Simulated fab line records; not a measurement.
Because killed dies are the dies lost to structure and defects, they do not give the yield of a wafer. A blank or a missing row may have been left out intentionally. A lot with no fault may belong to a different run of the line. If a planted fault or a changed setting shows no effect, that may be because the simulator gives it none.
Lot-split experiment + flow n5 finfet + on a route of 1938 steps: 7 lots, 21 wafers read

SPLIT DETAILS
At N5_BEOL_M11_DEP_56 (deposits SiCN from 3MS/NH3, target thk 30 nm, time 10.5 s), the setting time s was moved away from the recipe's 10.5 s on 6 of the 21 wafers read, by -13.0% to -5.9%. All remaining wafers had this setting at the recipe value.

The split's own step is where the reading is taken.

THE READING
SiCN_of_BEOL_M11_DEP_56.thk nm (the simulator's own value, which no gauge read), in nm, at N5_BEOL_M11_DEP_56 (deposits SiCN from 3MS/NH3, target thk 30 nm, time 10.5 s). No usual value for it is given in the file. Here, 15 wafers ran the recipe; their average is 30.0 nm with a standard deviation of 0.26 nm.

| wafer  | tool, chamber at the split | time s as run, s | against the recipe | SiCN_of_BEOL_M11_DEP_56.thk nm, nm | against lot-mates on the recipe |
|--------|----------------------------|------------------|--------------------|------------------------------------|---------------------------------|
| L074.1 | pecvd-01, 1                | 10.5             | recipe             | 30                                 | -                               |
| L074.4 | pecvd-01, 1                | 9.267            | -11.7%             | 26.8                               | -3.1                            |
| L074.5 | pecvd-01, 0                | 10.5             | recipe             | 29.8                               | -                               |
| L080.2 | pecvd-02, 2                | 10.5             | recipe             | 30                                 | -                               |
| L080.4 | pecvd-02, 1,0              | 10.5             | recipe             | 30.4                               | -                               |
| L080.5 | pecvd-02, 1,0              | 10.5             | recipe             | 30.4                               | -                               |
| L081.2 | pecvd-04, 0                | 10.5             | recipe             | 30.2                               | -                               |
| L081.5 | pecvd-04, 1                | 9.273            | -11.7%             | 27.2                               | -3.0                            |
| L081.6 | pecvd-04, 0                | 9.273            | -11.7%             | 26.6                               | -3.6                            |
| L085.3 | pecvd-04, 0                | 10.5             | recipe             | 30                                 | -                               |
| L085.4 | pecvd-04, 2                | 9.604            | -8.5%              | 27.6                               | -2.5                            |
| L085.6 | pecvd-04, 0                | 10.5             | recipe             | 30.2                               | -                               |
| L087.1 | pecvd-04, 0                | 10.5             | recipe             | 29.4                               | -                               |
| L087.2 | pecvd-04, 2                | 10.5             | recipe             | 29.8                               | -                               |
| L087.4 | pecvd-04, 2                | 10.5             | recipe             | 30                                 | -                               |
| L091.1 | pecvd-01, 2                | 10.5             | recipe             | 29.6                               | -                               |
| L091.2 | pecvd-01, 0                | 9.879            | -5.9%              | 28.2                               | -1.7                            |
| L091.6 | pecvd-01, 2                | 10.5             | recipe             | 30.2                               | -                               |
| L095.2 | pecvd-04, 2                | 9.137            | -13.0%             | 26.2                               | -3.8                            |
| L095.3 | pecvd-04, 1,2              | 10.5             | recipe             | 30                                 | -                               |
| L095.6 | pecvd-04, 1,2              | 10.5             | recipe             | 30                                 | -                               |
If several chambers appear in one row, that row covers several wafers at once and the file leaves open which wafer was in which chamber.

THE FIT
A straight line over all 21 wafers: SiCN_of_BEOL_M11_DEP_56.thk nm changes by +0.277 nm for each +1% of time s; r = +0.98; the points scatter about the line by 0.26 nm.
The same after taking each lot's own level away (the mean of its wafers on the recipe; 21 wafers): +0.282 nm for each +1%; r = +0.99; scatter 0.2 nm.
That fit puts the effect of the largest move of time s on the reading at 3.7 nm.
Measured against the standard deviation above, the lots' own levels, which go from 29.73 to 30.27 nm, span 2.0 times it.
The two slopes agree, so the slope changes little with the lot-to-lot level.
Check: with one of the wafers moved furthest among these (-13.0%) left out of the fit, the line predicts -3.63 nm for it against its lot-mates. Against them it came out at -3.8 nm.

FURTHER SPLITS ON THESE WAFERS
Before the reading, these wafers also passed through other splits. Each is held against what the fit with the lots' levels taken away leaves over:
| other split on the same wafers      | wafers away from the commonest value | r with SiCN_of_BEOL_M11_DEP_56.thk nm (lot level and that fit taken away) |
|-------------------------------------|--------------------------------------|---------------------------------------------------------------------------|
| N5_BEOL_M10_TRENCH_ETCH_37 source w | 6                                    | +0.03                                                                     |
| N5_BEOL_M11_EXPOSE_08 dose mj       | 10                                   | -0.07                                                                     |

THE FILE'S OWN FIT
SiCN_of_BEOL_M11_DEP_56.thk nm changes by +0.283 nm for each +1% of time s, r = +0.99.
